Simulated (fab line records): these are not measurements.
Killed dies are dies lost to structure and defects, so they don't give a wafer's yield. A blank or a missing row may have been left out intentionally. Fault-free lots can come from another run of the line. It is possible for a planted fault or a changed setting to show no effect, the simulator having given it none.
Matching of chambers ; flow nand-harc ; NHARC_A_CONTACT_ETCH_96 on rie-diel-13: 4 sister chambers
The step etches the open film in C4F6/O2, target depth 20 nm, time 10 s. 4 wafers are shown with their chamber, then 6 later ones without.

== WAFERS, EACH WITH ITS CHAMBER ==
wafer;chamber;showerhead-plenum-p-Torr (Torr)
L279.3;3;4.06
L282.5;0;3.92
L281.3;1;3.98
L281.5;2;3.74

== WAFERS MISSING THEIR CHAMBER ==
wafer;showerhead-plenum-p-Torr (Torr)
L281.6;4.06
L286.3;3.98
L286.5;3.73
L286.6;4.05
L285.5;4.05
L290.2;3.92

== WHICH CHAMBER EACH WENT THROUGH ==
wafer;from the rows above;in truth
L281.6;3;3
L286.3;1;1
L286.5;2;2
L286.6;3;3
L285.5;3;3
L290.2;0;0
Placed correctly: 6 of 6. Can't be placed from these rows: 0. 0 placed wrongly.
How it was worked out, from the rows above alone: a wafer's distance from a chamber is the root of the sum, over the readings, of the square of ((its reading less the chamber's mean) divided by the reading's scatter). If the next closest chamber is less than 2 further off than the closest, the wafer can't be placed; otherwise it belongs to the closest. For every chamber, the mean is computed from those of its wafers that are shown. The scatter (one wafer shown for each chamber): square how far every hidden wafer sits from the nearest shown wafer, average those squares and take the square root.
